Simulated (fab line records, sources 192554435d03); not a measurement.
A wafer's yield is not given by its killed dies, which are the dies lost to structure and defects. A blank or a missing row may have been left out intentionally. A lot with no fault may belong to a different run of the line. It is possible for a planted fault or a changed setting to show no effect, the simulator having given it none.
fab line records	flow n5-finfet	part 1 of 2: steps 1 to 19 of 26
record lots=5	wafers=15	last-day=16
route steps=1938 shown BEOL_M8@1352
lots that met no fault: taken from a fault-free run of the same line
start-h: hours from the record's opening day to when the first of the lot's shown wafers began	wait-h: how many hours have passed since the lot's step before this one	" repeats the value in the row above	L1.1+2: a single row standing in for several wafers	- no value, or no start was given	* or withheld: withheld	< > ~ a bound
route shown NAME@n: NAME is a module with steps in the file, n the number in the route of the first one	usual: mean and standard deviation over wafers with no fault	same: alike in all rows	chamber/n: place in a boat	sites: the reading at each site	_std_site: the standard deviation of these	_edge_site: the outer-site mean with the inner-site mean subtracted	radius-mm: for every site, how far away it sits from the centre of the wafer	mask NAME#n: copy n	behind: tool/chamber where the wafer was last shaped	hold: what put the lot on hold/how long, in hours/how the hold closed	device: whichever transistor did not switch (one of n, p or np)	end of line: the tests these same wafers got at the end of their route	step lacking rows: just its recipe	killed: the dies lost at the first sort to structure and to defects; this is not the yield of the wafer	map: the dies of a wafer, with x for killed, . for not killed, _ for no die there
set.NAME: the run value of the setting; set.NAME@STEP: its run value at that earlier step	model.NAME: the simulator's own value behind a step, which no gauge read
certain route steps with their lots: each step a table, each wafer a row
services: a tool's chamber out of use, with start hour (start-h, from the record's first day; less than 0 if before it), hours out, and reason
## steps
# step N5_BEOL_M8_STRIP_67
# recipe chemistry=CF4	resist=SiARC	power-w=300	bias-power-w=75	pressure-mtorr=50	cf4-flow-sccm=150	rf-frequency-hz=6e+07
# usual cf4-flow-sccm=150.0/0.44	drypump-motor-current-A=5.7/0.43	oes-product-au=0.79/0.074	rf-vpp-V=271.3/1.9	showerhead-plenum-p-Torr=1.81/0.067	throttle-valve-pct=13.57/0.26
lot.wafer	tool	chamber	start-h	wait-h	cf4-flow-sccm	drypump-motor-current-A	oes-product-au	rf-hours-counter-h	rf-vpp-V	showerhead-plenum-p-Torr	throttle-valve-pct
L084.2	rie-diel-01	1	249.80	0.0	150.0	5.6	0.81	84	273.0	1.89	13.40
L084.4	"	1	"	"	149.4	5.6	0.81	-	274.9	1.89	13.42
L084.5	"	3	"	"	150.0	6.2	0.74	-	273.2	1.87	13.69
L082.2	rie-diel-01	0	256.59	0.0	150.4	5.7	0.72	215	268.9	1.71	13.91
L082.4	"	1	"	"	149.8	5.6	0.80	-	273.3	1.88	13.42
L082.6	"	1	"	"	149.6	5.6	0.81	-	273.6	1.88	13.43
L083.1	rie-diel-06	1	263.75	0.0	149.6	5.0	0.85	48	269.7	1.75	13.38
L083.3	"	0	"	"	150.2	5.7	0.86	54	269.2	1.75	13.36
L083.4	"	2	"	"	150.3	5.4	0.72	207	271.4	1.85	14.02
L088.1	rie-diel-02	0	291.13	0.0	149.4	5.5	0.87	35	272.2	1.89	13.21
L088.4	"	2	"	"	150.6	6.1	0.75	-	274.0	1.86	13.53
L088.6	"	0	"	"	149.2	5.5	0.88	-	273.9	1.89	13.20
L092.1	rie-diel-01	1	308.68	0.0	149.4	5.6	0.79	108	272.0	1.88	13.48
L092.2	"	3	"	"	149.7	6.2	0.73	179	272.0	1.86	13.73
L092.3	"	2	"	"	149.3	5.0	0.92	14	273.0	1.83	13.49
# step N5_BEOL_M8_HM_OPEN_17
# recipe chemistry=Cl2/BCl3	target-depth-a=200	overetch-a=60	target=TiN	mask-material=SOC	ion-energy-ev=150	pressure-mtorr=10	icp-w=1000	bias-w=126	Cl2_flow_sccm=53.25	bcl3-flow-sccm=21.75	Ar_flow_sccm=25
# usual drypump-motor-current-A=5.8/0.44	oes-product-au=0.63/0.061	throttle-valve-pct=21.94/0.14
lot.wafer	tool	chamber	start-h	wait-h	drypump-motor-current-A	oes-product-au	rf-hours-counter-h	throttle-valve-pct
L084.2	rie-metal-03	0	249.88	0.1	5.4	0.60	67	22.17
L084.4	"	1	"	"	5.8	0.60	-	22.12
L084.5	"	1	"	"	5.7	0.60	-	22.09
L082.2	rie-metal-01	1	256.65	0.0	6.5	0.65	44	21.71
L082.4	"	1	"	"	6.5	0.64	-	21.68
L082.6	"	1	"	"	6.6	0.65	-	21.67
L083.1	rie-metal-02	1	263.79	0.0	6.0	0.62	66	21.97
L083.3	"	0	"	"	5.2	0.76	-	21.87
L083.4	"	1	"	"	6.0	0.62	-	21.99
L088.1	rie-metal-02	0	291.17	0.0	5.2	0.74	15	21.86
L088.4	"	0	"	"	5.3	0.74	-	21.85
L088.6	"	1	"	"	6.0	0.61	-	21.99
L092.1	rie-metal-01	0	308.72	0.0	6.0	0.56	98	21.96
L092.2	"	1	"	"	6.6	0.62	49	21.72
L092.3	"	1	"	"	6.6	0.64	-	21.71
# step N5_BEOL_M8_STRIP_19
# recipe chemistry=O2	power-w=400	temp-c=40	pressure-mtorr=30	rf-frequency-hz=6e+07	bias-power-w=0	overash-fraction=0.2	o2-flow-sccm=225
# usual drypump-motor-current-A=5.8/0.44	oes-product-au=0.78/0.08	rf-vpp-V=3.7/0.61	showerhead-plenum-p-Torr=2.12/0.081	throttle-valve-pct=16.67/0.25
lot.wafer	tool	chamber	start-h	wait-h	drypump-motor-current-A	oes-product-au	rf-hours-counter-h	rf-vpp-V	showerhead-plenum-p-Torr	throttle-valve-pct
L084.2	rie-diel-01	0	250.02	0.1	5.7	0.72	211	4.4	1.99	16.91
L084.4	"	3	"	"	6.2	0.74	-	3.1	2.18	16.72
L084.5	"	0	"	"	5.7	0.71	-	2.9	1.99	16.93
L082.2	rie-diel-06	1	256.79	0.1	5.0	0.87	44	4.7	2.03	16.43
L082.4	"	1	"	"	5.0	0.86	-	4.2	2.03	16.43
L082.6	"	0	"	"	5.7	0.88	-	4.1	2.04	16.50
L083.1	rie-diel-01	3	263.90	0.1	6.2	0.74	163	4.5	2.18	16.74
L083.3	"	0	"	"	5.7	0.70	220	3.9	1.98	16.94
L083.4	"	1	"	"	5.6	0.80	-	2.7	2.19	16.45
L088.1	rie-diel-06	2	291.28	0.1	5.4	0.71	219	4.8	2.16	17.13
L088.4	"	3	"	"	6.4	0.74	174	3.2	2.08	16.95
L088.6	"	2	"	"	5.4	0.70	-	4.0	2.16	17.12
L092.1	rie-diel-06	3	308.90	0.1	6.4	0.74	180	3.4	2.08	16.97
L092.2	"	0	"	"	5.7	0.85	72	3.9	2.04	16.51
L092.3	"	2	"	"	5.5	0.70	225	2.4	2.16	17.13
# step N5_BEOL_M8_CD_MEAS_18
# recipe pitch-nm=80	target-cd-nm=40
# usual cd-nm=40.0/0.48
lot.wafer	tool	chamber	start-h	wait-h	cd-nm
L084.2	cd-sem-01	-	250.09	0.1	40.1
L084.4	"	-	"	"	40.3
L084.5	"	-	"	"	40.3
L082.2	cd-sem-02	-	256.87	0.1	39.9
L082.4	"	-	"	"	40.1
L082.6	"	-	"	"	39.6
L083.1	cd-sem-01	-	263.97	0.0	39.2
L083.3	"	-	"	"	39.8
L083.4	"	-	"	"	39.8
L088.1	cd-sem-03	-	291.35	0.0	40.5
L088.4	"	-	"	"	39.9
L088.6	"	-	"	"	40.3
L092.1	cd-sem-03	-	308.97	0.0	39.8
L092.2	"	-	"	"	40.7
L092.3	"	-	"	"	40.4
# step N5_BEOL_M8_COAT_63
# recipe resist=SOC	temp-c=250	time-s=60	spin-rpm=1500	resist-thk-nm=60
# usual exhaust-pa=45.1/0.91
lot.wafer	tool	chamber	start-h	wait-h	exhaust-pa
L084.2	litho-track-04	0	250.67	0.6	45.3
L084.4	"	0	"	"	44.6
L084.5	"	0	"	"	44.1
L082.2	litho-track-01	0	258.04	1.2	44.9
L082.4	"	0	"	"	44.2
L082.6	"	0	"	"	44.1
L083.1	litho-track-04	0	265.33	1.4	46.4
L083.3	"	0	"	"	45.8
L083.4	"	0	"	"	45.4
L088.1	litho-track-04	0	291.48	0.1	45.0
L088.4	"	0	"	"	45.1
L088.6	"	0	"	"	46.0
L092.1	litho-track-04	0	310.80	1.8	43.8
L092.2	"	0	"	"	44.5
L092.3	"	0	"	"	46.0
# step N5_BEOL_M8_COAT_64
# recipe resist=SiARC	temp-c=220	time-s=60	spin-rpm=1500	resist-thk-nm=12
# usual exhaust-pa=45.0/0.96
lot.wafer	tool	chamber	start-h	wait-h	exhaust-pa
L084.2	litho-track-04	0	-	-	45.9
L084.4	"	0	"	"	44.4
L084.5	"	0	"	"	43.9
L082.2	litho-track-01	0	-	-	43.9
L082.4	"	0	"	"	44.4
L082.6	"	0	"	"	44.5
L083.1	litho-track-04	0	-	-	45.7
L083.3	"	0	"	"	44.4
L083.4	"	0	"	"	45.4
L088.1	litho-track-04	0	-	-	42.8
L088.4	"	0	"	"	44.7
L088.6	"	0	"	"	46.2
L092.1	litho-track-04	0	-	-	45.1
L092.2	"	0	"	"	45.1
L092.3	"	0	"	"	44.9
# step N5_BEOL_M8_COAT_71
# recipe resist=underlayer	temp-c=205	time-s=60	spin-rpm=1500	resist-thk-nm=5
# usual exhaust-pa=45.1/0.84
lot.wafer	tool	chamber	start-h	wait-h	exhaust-pa
L084.2	litho-track-04	0	-	-	43.8
L084.4	"	0	"	"	43.6
L084.5	"	0	"	"	43.5
L082.2	litho-track-01	0	-	-	45.0
L082.4	"	0	"	"	44.4
L082.6	"	0	"	"	45.4
L083.1	litho-track-04	0	-	-	46.2
L083.3	"	0	"	"	45.3
L083.4	"	0	"	"	45.4
L088.1	litho-track-04	0	-	-	46.1
L088.4	"	0	"	"	45.6
L088.6	"	0	"	"	46.4
L092.1	litho-track-04	0	-	-	46.6
L092.2	"	0	"	"	45.2
L092.3	"	0	"	"	45.3
# step N5_BEOL_M8_COAT_22
# recipe resist=CAR-EUV	spin-rpm=1500	resist-thk-nm=30
# usual exhaust-pa=45.1/0.84
lot.wafer	tool	chamber	start-h	wait-h	exhaust-pa
L084.2	litho-track-04	0	-	-	44.5
L084.4	"	0	"	"	46.2
L084.5	"	0	"	"	45.1
L082.2	litho-track-01	0	-	-	44.4
L082.4	"	0	"	"	45.2
L082.6	"	0	"	"	46.2
L083.1	litho-track-04	0	-	-	44.9
L083.3	"	0	"	"	43.5
L083.4	"	0	"	"	47.3
L088.1	litho-track-04	0	-	-	45.6
L088.4	"	0	"	"	44.8
L088.6	"	0	"	"	45.8
L092.1	litho-track-04	0	-	-	44.2
L092.2	"	0	"	"	44.4
L092.3	"	0	"	"	45.5
# step N5_BEOL_M8_EBR_24
# recipe solvent=PGMEA	ebr-width-mm=1.5
# usual exhaust-pa=45.1/1.1
lot.wafer	tool	chamber	start-h	wait-h	exhaust-pa
L084.2	litho-track-04	0	-	-	44.7
L084.4	"	0	"	"	43.5
L084.5	"	0	"	"	44.9
L082.2	litho-track-01	0	-	-	43.9
L082.4	"	0	"	"	44.5
L082.6	"	0	"	"	44.2
L083.1	litho-track-04	0	-	-	43.2
L083.3	"	0	"	"	43.7
L083.4	"	0	"	"	42.8
L088.1	litho-track-04	0	-	-	45.0
L088.4	"	0	"	"	45.5
L088.6	"	0	"	"	45.8
L092.1	litho-track-04	0	-	-	45.6
L092.2	"	0	"	"	45.1
L092.3	"	0	"	"	45.1
# step N5_BEOL_M8_SOFTBAKE_23
# recipe temp-c=110	time-s=60	resist=CAR-EUV
# usual exhaust-pa=45.1/0.8
lot.wafer	tool	chamber	start-h	wait-h	exhaust-pa
L084.2	litho-track-04	0	-	-	45.1
L084.4	"	0	"	"	45.1
L084.5	"	0	"	"	45.4
L082.2	litho-track-01	0	-	-	45.7
L082.4	"	0	"	"	44.8
L082.6	"	0	"	"	44.5
L083.1	litho-track-04	0	-	-	46.3
L083.3	"	0	"	"	45.9
L083.4	"	0	"	"	45.8
L088.1	litho-track-04	0	-	-	45.7
L088.4	"	0	"	"	44.3
L088.6	"	0	"	"	46.5
L092.1	litho-track-04	0	-	-	42.9
L092.2	"	0	"	"	44.0
L092.3	"	0	"	"	44.2
# step N5_BEOL_M8_EXPOSE_25
# recipe mask-id=V7	na=0.33	source-shape=annular	sigma-inner=0.4	sigma-outer=0.8	polarization=unpolarized	target-cd-nm=40	dose-mj=42.5
# usual stage-msd-nm=0.850/0.0085
# same na=0.33
lot.wafer	tool	chamber	start-h	wait-h	mask	stage-msd-nm
L084.2	euv-scanner-02	0	250.82	-	V7#0	0.859
L084.4	"	0	"	"	V7#0	0.861
L084.5	"	0	"	"	V7#0	0.858
L082.2	euv-scanner-01	0	258.31	-	V7#0	0.852
L082.4	"	0	"	"	V7#0	0.853
L082.6	"	0	"	"	V7#0	0.849
L083.1	euv-scanner-01	0	265.47	-	V7#0	0.854
L083.3	"	0	"	"	V7#0	0.850
L083.4	"	0	"	"	V7#0	0.853
L088.1	euv-scanner-02	0	291.74	-	V7#0	0.845
L088.4	"	0	"	"	V7#0	0.845
L088.6	"	0	"	"	V7#0	0.843
L092.1	euv-scanner-02	0	310.94	-	V7#0	0.842
L092.2	"	0	"	"	V7#0	0.842
L092.3	"	0	"	"	V7#0	0.839
# step N5_BEOL_M8_PEB_26
# recipe peb-temp-c=100	peb-time-s=60	resist=CAR-EUV
# usual exhaust-pa=45.2/0.9
lot.wafer	tool	chamber	start-h	wait-h	exhaust-pa
L084.2	litho-track-04	0	250.88	0.1	44.3
L084.4	"	0	"	"	43.9
L084.5	"	0	"	"	44.3
L082.2	litho-track-01	0	258.37	0.1	45.4
L082.4	"	0	"	"	45.5
L082.6	"	0	"	"	46.0
L083.1	litho-track-05	0	265.54	0.1	45.0
L083.3	"	0	"	"	44.6
L083.4	"	0	"	"	45.1
L088.1	litho-track-05	0	291.81	0.1	44.1
L088.4	"	0	"	"	44.3
L088.6	"	0	"	"	45.3
L092.1	litho-track-01	0	311.00	0.1	45.1
L092.2	"	0	"	"	44.7
L092.3	"	0	"	"	43.7
# step N5_BEOL_M8_DEVELOP_27
# recipe develop-time-s=30	developer=TMAH	resist=CAR-EUV	rinse-liquid=surfactant-rinse	dry=air-spin	dev-temp-c=23
# usual exhaust-pa=45.0/0.78
lot.wafer	tool	chamber	start-h	wait-h	exhaust-pa
L084.2	litho-track-04	0	-	-	45.1
L084.4	"	0	"	"	43.9
L084.5	"	0	"	"	45.6
L082.2	litho-track-01	0	-	-	44.1
L082.4	"	0	"	"	45.4
L082.6	"	0	"	"	44.5
L083.1	litho-track-05	0	-	-	43.9
L083.3	"	0	"	"	44.4
L083.4	"	0	"	"	45.2
L088.1	litho-track-05	0	-	-	44.4
L088.4	"	0	"	"	44.1
L088.6	"	0	"	"	45.2
L092.1	litho-track-01	0	-	-	46.1
L092.2	"	0	"	"	44.4
L092.3	"	0	"	"	46.7
# step N5_BEOL_M8_CD_MEAS_28
# recipe target-cd-nm=40	landing-energy-ev=500	detector=se-inlens
# usual cd-nm=40.03/0.21
lot.wafer	tool	chamber	start-h	wait-h	cd-nm
L084.2	cd-sem-02	0	250.94	-	39.97
L084.4	"	0	"	"	40.15
L084.5	"	0	"	"	40.05
L082.2	cd-sem-01	0	258.44	-	40.22
L082.4	"	0	"	"	40.23
L082.6	"	0	"	"	40.30
L083.1	cd-sem-02	0	265.60	-	40.17
L083.3	"	0	"	"	39.80
L083.4	"	0	"	"	39.71
L088.1	cd-sem-03	0	291.87	-	40.25
L088.4	"	0	"	"	40.00
L088.6	"	0	"	"	40.10
L092.1	cd-sem-03	0	311.07	-	40.10
L092.2	"	0	"	"	40.15
L092.3	"	0	"	"	39.97
# step N5_BEOL_M8_OVL_MEAS_29
# recipe points-per-wafer=522
# usual V7_OVL=-0.4/0.71
lot.wafer	tool	chamber	start-h	wait-h	V7_OVL[nm]
L084.2	overlay-02	0	250.98	0.0	-0.9
L084.4	"	0	"	"	-1.0
L084.5	"	0	"	"	-0.8
L082.2	overlay-01	0	258.47	0.0	-0.9
L082.4	"	0	"	"	-0.2
L082.6	"	0	"	"	-0.2
L083.1	overlay-01	0	265.63	0.0	-0.6
L083.3	"	0	"	"	0.1
L083.4	"	0	"	"	-0.1
L088.1	overlay-02	0	291.90	0.0	-1.0
L088.4	"	0	"	"	-1.2
L088.6	"	0	"	"	-1.5
L092.1	overlay-01	0	311.10	0.0	0.1
L092.2	"	0	"	"	-0.4
L092.3	"	0	"	"	0.1
# step N5_BEOL_M8_INSPECT_30
# recipe mode=adi	inspect-instrument=brightfield
# usual raw-defect-count=424/110
lot.wafer	tool	chamber	start-h	wait-h	raw-defect-count
L084.2	defect-inspect-01	-	251.03	0.0	456
L084.4	"	-	"	"	513
L084.5	"	-	"	"	474
L082.2	defect-inspect-02	-	258.53	0.0	552
L082.4	"	-	"	"	619
L082.6	"	-	"	"	590
L083.1	defect-inspect-01	-	265.69	0.1	423
L083.3	"	-	"	"	377
L083.4	"	-	"	"	457
L088.1	defect-inspect-01	-	291.96	0.1	453
L088.4	"	-	"	"	280
L088.6	"	-	"	"	389
L092.1	defect-inspect-02	-	311.16	0.1	363
L092.2	"	-	"	"	311
L092.3	"	-	"	"	339
# step N5_BEOL_M8_DESCUM_33
# recipe chemistry=O2	time-s=7	source-power-w=50	bias-power-w=20	pressure-mtorr=20	rf-frequency-hz=2.712e+07	temp-c=40	resist=CAR-EUV	o2-flow-sccm=225
# usual drypump-motor-current-A=5.8/0.44	oes-product-au=0.77/0.074	rf-vpp-V=243.5/1.4	showerhead-plenum-p-Torr=2.11/0.083	throttle-valve-pct=20.44/0.24
lot.wafer	tool	chamber	start-h	wait-h	drypump-motor-current-A	oes-product-au	rf-hours-counter-h	rf-vpp-V	showerhead-plenum-p-Torr	throttle-valve-pct
L084.2	rie-diel-01	0	251.64	0.6	5.7	0.70	212	242.6	1.98	20.63
L084.4	"	3	"	"	6.2	0.73	-	246.2	2.18	20.46
L084.5	"	0	"	"	5.7	0.70	-	243.2	1.98	20.64
L082.2	rie-diel-02	0	258.56	0.0	5.5	0.91	21	246.3	2.22	20.06
L082.4	"	2	"	"	6.1	0.75	135	245.7	2.19	20.37
L082.6	"	2	"	"	6.1	0.75	-	245.2	2.19	20.37
L083.1	rie-diel-02	0	266.30	0.6	5.5	0.92	24	245.1	2.22	20.07
L083.3	"	2	"	"	6.1	0.77	138	243.7	2.19	20.38
L083.4	"	3	"	"	5.9	0.74	161	242.3	2.00	20.28
L088.1	rie-diel-01	2	292.44	0.5	5.0	0.96	8	242.3	2.14	20.39
L088.4	"	0	"	"	5.6	0.69	231	243.3	1.97	20.66
L088.6	"	0	"	"	5.6	0.69	-	242.2	1.97	20.67
L092.1	rie-diel-01	1	311.42	0.3	5.6	0.79	109	243.9	2.18	20.24
L092.2	"	2	"	"	5.0	0.94	15	244.7	2.14	20.40
L092.3	"	3	"	"	6.2	0.73	180	244.1	2.17	20.49
# step N5_BEOL_M8_ETCH_72
# recipe chemistry=N2/H2	target=underlayer	target-depth-a=65	mask-material=CAR-EUV	time-s=5.2	ion-energy-ev=200	pressure-mtorr=30	source-w=840	bias-w=150	n2-flow-sccm=200	h2-flow-sccm=200	ends=cleared
# usual drypump-motor-current-A=5.8/0.44	etch-rf-on-time-s=5.18/0.08	oes-product-au=0.66/0.063	rf-vpp-V=525/3	showerhead-plenum-p-Torr=2.56/0.1	throttle-valve-pct=17.91/0.27
lot.wafer	tool	chamber	start-h	wait-h	drypump-motor-current-A	etch-rf-on-time-s	oes-product-au	rf-hours-counter-h	rf-vpp-V	showerhead-plenum-p-Torr	throttle-valve-pct
L084.2	rie-diel-01	1	251.67	0.0	5.6	5.24	0.69	85	527	2.68	17.67
L084.4	"	1	"	"	5.6	5.16	0.68	-	528	2.68	17.68
L084.5	"	0	"	"	5.6	5.28	0.61	-	523	2.41	18.14
L082.2	rie-diel-02	0	258.59	0.0	5.5	5.10	0.79	21	529	2.71	17.55
L082.4	"	2	"	"	6.1	5.15	0.65	135	526	2.65	17.75
L082.6	"	2	"	"	6.1	5.16	0.66	-	525	2.65	17.77
L083.1	rie-diel-02	0	266.33	0.0	5.5	5.05	0.78	24	529	2.70	17.57
L083.3	"	2	"	"	6.1	5.07	0.65	138	527	2.65	17.76
L083.4	"	3	"	"	5.9	5.16	0.62	162	521	2.43	17.66
L088.1	rie-diel-01	2	292.47	0.0	5.0	5.07	0.83	8	522	2.60	17.82
L088.4	"	0	"	"	5.7	5.36	0.59	231	519	2.40	18.17
L088.6	"	0	"	"	5.6	5.27	0.60	-	518	2.40	18.16
L092.1	rie-diel-01	1	311.45	0.0	5.6	5.23	0.67	109	525	2.67	17.72
L092.2	"	2	"	"	5.0	5.10	0.79	15	524	2.60	17.81
L092.3	"	3	"	"	6.2	5.18	0.63	180	527	2.64	17.99
# step N5_BEOL_M8_ETCH_65
# recipe chemistry=CF4	target=SiARC	target-depth-a=156	mask-material=CAR-EUV	time-s=26	ion-energy-ev=80	pressure-mtorr=40	source-w=545	bias-w=36	Ar_flow_sccm=100	cf4-flow-sccm=100	ends=cleared
# usual cf4-flow-sccm=99.97/0.29	drypump-motor-current-A=5.8/0.44	etch-rf-on-time-s=26.0/0.41	oes-product-au=0.66/0.063	rf-vpp-V=184.3/1.2	showerhead-plenum-p-Torr=2.16/0.078	throttle-valve-pct=15.65/0.25
lot.wafer	tool	chamber	start-h	wait-h	cf4-flow-sccm	drypump-motor-current-A	etch-rf-on-time-s	oes-product-au	rf-hours-counter-h	rf-vpp-V	showerhead-plenum-p-Torr	throttle-valve-pct
L084.2	rie-diel-01	1	251.70	0.0	99.97	5.6	26.2	0.69	85	184.4	2.25	15.45
L084.4	"	1	"	"	100.00	5.6	26.1	0.70	-	186.3	2.25	15.46
L084.5	"	0	"	"	99.56	5.6	26.7	0.61	-	183.0	2.04	15.93
L082.2	rie-diel-02	0	258.61	0.0	99.87	5.5	25.3	0.78	21	185.8	2.27	15.21
L082.4	"	2	"	"	100.43	6.1	25.8	0.65	135	184.4	2.23	15.52
L082.6	"	2	"	"	100.31	6.1	25.7	0.65	-	187.0	2.23	15.52
L083.1	rie-diel-02	0	266.35	0.0	100.17	5.5	25.1	0.78	24	184.7	2.27	15.22
L083.3	"	2	"	"	100.03	6.1	25.3	0.65	138	184.7	2.23	15.52
L083.4	"	3	"	"	99.85	5.9	25.7	0.62	162	181.8	2.06	15.51
L088.1	rie-diel-01	2	292.49	0.0	99.53	5.0	25.6	0.81	8	185.0	2.19	15.53
L088.4	"	0	"	"	100.13	5.6	26.9	0.59	231	183.8	2.04	15.94
L088.6	"	0	"	"	99.98	5.6	27.1	0.59	-	183.4	2.04	15.96
L092.1	rie-diel-01	1	311.47	0.0	99.78	5.6	26.1	0.67	109	185.2	2.24	15.49
L092.2	"	2	"	"	99.94	5.0	25.4	0.80	15	183.7	2.19	15.53
L092.3	"	3	"	"	100.18	6.2	25.6	0.62	180	185.9	2.22	15.72
